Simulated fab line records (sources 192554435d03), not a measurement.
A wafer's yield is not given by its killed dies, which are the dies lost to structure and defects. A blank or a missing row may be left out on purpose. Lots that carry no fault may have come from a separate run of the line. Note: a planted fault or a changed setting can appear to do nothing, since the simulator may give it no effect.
The same fault as seen by 2 desks ; flow n5-finfet ; each desk has only its own numbers; what lay behind them comes last

FOR THE TOOL OWNER'S DESK: ald-metal-04
The tool's own readings at N5_BEOL_M4_ALD_84 (deposits TaN, pulse time 2 s, purge time 3 s, co reactant purge time 2 s): means of the sampled wafers that have a number, for each lot that ran on this tool. A lot is out of limits, marked OUT, if its mean lies more than 4 standard deviations from the usual mean; the brackets give that distance.
Columns: A = chamber-pressure-Torr at N5_BEOL_M4_ALD_84, usual 3.000 Torr; B = heater-power-w at N5_BEOL_M4_ALD_84, usual 406 W; C = mfc-carrier-sccm at N5_BEOL_M4_ALD_84, usual 1500 sccm
lot;first seen here;A;B;C
L519;day 10 18:06;3.003;393;1502
L527;day 12 21:23;3.002;423;1500
L532;day 14 19:31;2.996;417;1504
L535;day 16 00:03;3.001;374;1502
L540;day 16 11:13;3.001;401;1502
This desk's finding: nothing out of limits on any of the 5 lots.

THE METROLOGY DESK
What the gauges read, lot by lot, whatever tool the lot ran on: means of the sampled wafers that have a number. A lot is out of limits, marked OUT, if its mean lies more than 4 standard deviations from the usual mean; the brackets give that distance. Of its 10 readings 7 are shown: those that lie furthest out on some lot.
Columns: A = DIBL_P at N5_BEOL_M4_RC_MEAS_101, usual 37.0 mV/V; B = IOFF_N at N5_BEOL_M4_RC_MEAS_101, usual 0.17 nA/um; C = ION_N at N5_BEOL_M4_RC_MEAS_101, usual 679 uA/um; D = ION_P at N5_BEOL_M4_RC_MEAS_101, usual 465 uA/um; E = SS_N at N5_BEOL_M4_RC_MEAS_101, usual 71.7 mV/dec; F = VT_N at N5_BEOL_M4_RC_MEAS_101, usual 249 mV; G = VT_P at N5_BEOL_M4_RC_MEAS_101, usual -249 mV
lot;first seen here;A;B;C;D;E;F;G
L519;day 10 23:23;37.2;0.14;673;462;71.6;253;-253
L522;day 11 19:07;38.4;0.20;686;467;72.0;244;-249
L527;day 13 01:14;38.2;0.17;676;461;71.4;249;-254
L525;day 13 07:55;38.2;0.20;691;469;71.4;246;-247
L532;day 14 23:17;34.6;0.13;670;461;71.0;251;-252
L535;day 16 03:49;36.9;0.16;680;466;71.7;250;-251
L540;day 16 17:29;34.5;0.14;659;452;71.7;250;-253
This desk's finding: nothing out of limits on any of the 7 lots.

BROUGHT TOGETHER
The desk of the tool owner found nothing out of limits.
From the metrology desk's view, nothing was out of limits.

WHAT WAS PUT IN BY THE SIMULATOR
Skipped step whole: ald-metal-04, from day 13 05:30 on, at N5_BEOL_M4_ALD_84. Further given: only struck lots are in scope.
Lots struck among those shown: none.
